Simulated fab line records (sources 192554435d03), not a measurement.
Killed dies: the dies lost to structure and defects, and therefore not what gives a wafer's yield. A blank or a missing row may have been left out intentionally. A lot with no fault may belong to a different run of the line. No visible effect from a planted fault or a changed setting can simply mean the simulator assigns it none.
Matching of chambers :: flow n5 finfet :: N5_BEOL_M1_CMP_52 on cmp-01 has 4 sister chambers
The step polishes, stops on SiOC, t overpolish 6.8 s, target thk 40 nm. 14 wafers are shown with their chamber, then 7 later ones without.

== WAFERS, EACH WITH ITS CHAMBER ==
wafer: L079.2
chamber: 1
motor current A (A): 6.2
overpolish run s (s): 6.784
slurry filter dp kPa (kPa): 13.36

wafer: L079.4
chamber: 0
motor current A (A): 4.5
overpolish run s (s): 6.797
slurry filter dp kPa (kPa): 13.62

wafer: L079.6
chamber: 3
motor current A (A): 6.1
overpolish run s (s): 6.800
slurry filter dp kPa (kPa): 13.57

wafer: L082.2
chamber: 0
motor current A (A): 4.5
overpolish run s (s): 6.794
slurry filter dp kPa (kPa): 13.41

wafer: L082.4
chamber: 2
motor current A (A): 5.8
overpolish run s (s): 6.801
slurry filter dp kPa (kPa): 13.63

wafer: L082.5
chamber: 3
motor current A (A): 6.6
overpolish run s (s): 6.798
slurry filter dp kPa (kPa): 13.71

wafer: L090.1
chamber: 1
motor current A (A): 5.6
overpolish run s (s): 6.798
slurry filter dp kPa (kPa): 13.47

wafer: L090.4
chamber: 3
motor current A (A): 6.6
overpolish run s (s): 6.786
slurry filter dp kPa (kPa): 13.34

wafer: L090.5
chamber: 0
motor current A (A): 4.8
overpolish run s (s): 6.812
slurry filter dp kPa (kPa): 13.49

wafer: L092.1
chamber: 3
motor current A (A): 6.6
overpolish run s (s): 6.799
slurry filter dp kPa (kPa): 13.57

wafer: L092.4
chamber: 2
motor current A (A): 6.1
overpolish run s (s): 6.804
slurry filter dp kPa (kPa): 13.71

wafer: L092.5
chamber: 1
motor current A (A): 5.9
overpolish run s (s): 6.790
slurry filter dp kPa (kPa): 13.72

wafer: L095.3
chamber: 0
motor current A (A): 4.8
overpolish run s (s): 6.793
slurry filter dp kPa (kPa): 13.63

wafer: L095.5
chamber: 0
motor current A (A): 4.4
overpolish run s (s): 6.807
slurry filter dp kPa (kPa): 13.34

SIGNATURES, as means of the wafers listed above
reading: motor current A
chamber 0: 4.600
chamber 1: 5.900
chamber 2: 5.950
chamber 3: 6.475
scatter within a chamber: 0.235

reading: overpolish run s
chamber 0: 6.80060
chamber 1: 6.79067
chamber 2: 6.80250
chamber 3: 6.79575
scatter within a chamber: 0.00719

reading: slurry filter dp kPa
chamber 0: 13.4980
chamber 1: 13.5167
chamber 2: 13.6700
chamber 3: 13.5475
scatter within a chamber: 0.144
Rule: a wafer lies at a distance from a chamber equal to the root of the sum of squares, over the readings, of (its reading less the chamber's mean, divided by the reading's scatter). If the next closest chamber is less than 2 further off than the closest, the wafer can't be placed; otherwise it belongs to the closest. The scatter: the root of (the sum of the squares of (reading less its chamber's mean) over the shown wafers, divided by (wafers less chambers)).

== WAFERS WHOSE CHAMBER IS MISSING ==
wafer: L095.6
motor current A (A): 6.5
overpolish run s (s): 6.806
slurry filter dp kPa (kPa): 13.49

wafer: L096.1
motor current A (A): 6.5
overpolish run s (s): 6.797
slurry filter dp kPa (kPa): 13.64

wafer: L096.3
motor current A (A): 4.6
overpolish run s (s): 6.801
slurry filter dp kPa (kPa): 13.25

wafer: L096.5
motor current A (A): 6.6
overpolish run s (s): 6.789
slurry filter dp kPa (kPa): 13.55

wafer: L094.1
motor current A (A): 4.6
overpolish run s (s): 6.803
slurry filter dp kPa (kPa): 13.82

wafer: L094.5
motor current A (A): 5.7
overpolish run s (s): 6.799
slurry filter dp kPa (kPa): 13.67

wafer: L094.6
motor current A (A): 4.8
overpolish run s (s): 6.806
slurry filter dp kPa (kPa): 13.56

== THE CHAMBER EACH PASSED THROUGH ==
wafer: L095.6
from the rows above: can't be placed: 3 or 2 or 1
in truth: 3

wafer: L096.1
from the rows above: can't be placed: 3 or 2
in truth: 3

wafer: L096.3
from the rows above: 0
in truth: 0

wafer: L096.5
from the rows above: can't be placed: 3 or 1
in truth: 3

wafer: L094.1
from the rows above: 0
in truth: 0

wafer: L094.5
from the rows above: can't be placed: 2 or 1
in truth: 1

wafer: L094.6
from the rows above: 0
in truth: 0
Placed correctly: 3 of 7. These rows do not allow placing 4 (true chamber among the candidates in 4). Placed wrongly: 0.
